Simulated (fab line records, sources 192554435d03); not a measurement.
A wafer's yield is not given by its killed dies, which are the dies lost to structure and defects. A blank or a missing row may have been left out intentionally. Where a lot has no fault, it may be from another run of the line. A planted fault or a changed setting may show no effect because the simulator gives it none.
Lot-split experiment + flow n5-finfet + 7 lots, 21 wafers read, on a route of 1938 steps

## ON THE SPLIT
At N5_BEOL_M1_ILD_DEP_00 (deposits SiOC from DEMS/O2, target thk 79 nm, time 15.3 s), the setting time-s was moved away from the recipe's 15.3 s on 8 of the 21 wafers read, by -14.6% to +10.1%. The other wafers ran this setting at the recipe's value.

Between the split and the reading, the file records no step.

## THE READING
M1_ILD_THK in nanometres, read at N5_BEOL_M1_THK_MEAS_01. A value of 79.8 nm with a standard deviation of 1.2 nm is what fault-free wafers of this fab line usually give.

| wafer  | tool, chamber at the split | time-s as run, s | against the recipe | M1_ILD_THK, nm | against lot-mates on the recipe |
|--------|----------------------------|------------------|--------------------|----------------|---------------------------------|
| L076.2 | pecvd-01, 0                | 15.3             | recipe             | 79.0           | -                               |
| L076.3 | pecvd-01, 1                | 13.06            | -14.6%             | 68.7           | -11.1                           |
| L076.4 | pecvd-01, 1                | 15.3             | recipe             | 80.6           | -                               |
| L078.1 | pecvd-04, 1                | 15.3             | recipe             | 77.4           | -                               |
| L078.2 | pecvd-04, 2                | 15.3             | recipe             | 79.1           | -                               |
| L078.5 | pecvd-04, 1                | 15.3             | recipe             | 79.3           | -                               |
| L079.1 | pecvd-01, 0                | 15.3             | recipe             | 78.2           | -                               |
| L079.3 | pecvd-01, 1                | 13.36            | -12.7%             | 68.8           | -9.4                            |
| L079.5 | pecvd-01, 2                | 13.36            | -12.7%             | 70.5           | -7.7                            |
| L080.3 | pecvd-01, 2                | 14.15            | -7.5%              | 73.4           | -8.8                            |
| L080.5 | pecvd-01, 1                | 14.15            | -7.5%              | 75.5           | -6.7                            |
| L080.6 | pecvd-01, 0                | 15.3             | recipe             | 82.2           | -                               |
| L085.2 | pecvd-01, 2                | 15.3             | recipe             | 79.3           | -                               |
| L085.4 | pecvd-01, 1                | 15.3             | recipe             | 81.6           | -                               |
| L085.5 | pecvd-01, 0                | 16.84            | +10.1%             | 89.0           | +8.6                            |
| L087.1 | pecvd-03, 0                | 16.39            | +7.1%              | 85.3           | +6.4                            |
| L087.2 | pecvd-03, 1                | 15.3             | recipe             | 78.9           | -                               |
| L087.6 | pecvd-03, 1                | 16.39            | +7.1%              | 87.1           | +8.2                            |
| L091.1 | pecvd-01, 0                | 15.3             | recipe             | 78.6           | -                               |
| L091.2 | pecvd-01, 1                | 15.3             | recipe             | 78.7           | -                               |
| L091.4 | pecvd-01, 1                | 15.3             | recipe             | 80.7           | -                               |

THE FIT
A straight line over all 21 wafers: M1_ILD_THK changes by +0.805 nm for each +1% of time-s; r = +0.97; the points scatter about the line by 1.3 nm.
The same after taking each lot's own level away (the mean of its wafers on the recipe; 21 wafers): +0.813 nm for each +1%; r = +0.97; scatter 1.3 nm.
The reading moves by 12 nm for the largest change in time-s, on that fit.
The lots' own levels span 78.20 to 82.20 nm, that is 3.3 times the standard deviation above.
The two slopes agree, so the slope changes little with the lot-to-lot level.
Check: for one of the wafers moved furthest among these (-14.6%), held out of the fit, the line's prediction against its lot-mates is -11.9 nm. It came out at -11.1 nm against them.

## THE WHOLE CHAIN: every reading that the file lists as answering this split, in the file's order
| step                   | what it does                                              | reading                                                                            | change (the file's fit)               | r (the file's) |
|------------------------|-----------------------------------------------------------|------------------------------------------------------------------------------------|---------------------------------------|----------------|
| N5_BEOL_M1_ILD_DEP_00  | deposits SiOC from DEMS/O2, target thk 79 nm, time 15.3 s | SiOC_of_BEOL_M1_ILD_DEP_00.thk-nm (the simulator's own value, which no gauge read) | +0.801 nm for each +1% of the setting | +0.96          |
| N5_BEOL_M1_THK_MEAS_01 |                                                           | M1_ILD_THK                                                                         | +0.801 for each +1% of the setting    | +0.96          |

## THE FILE'S OWN FIT
M1_ILD_THK changes by +0.801 nm for each +1% of time-s, r = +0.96.
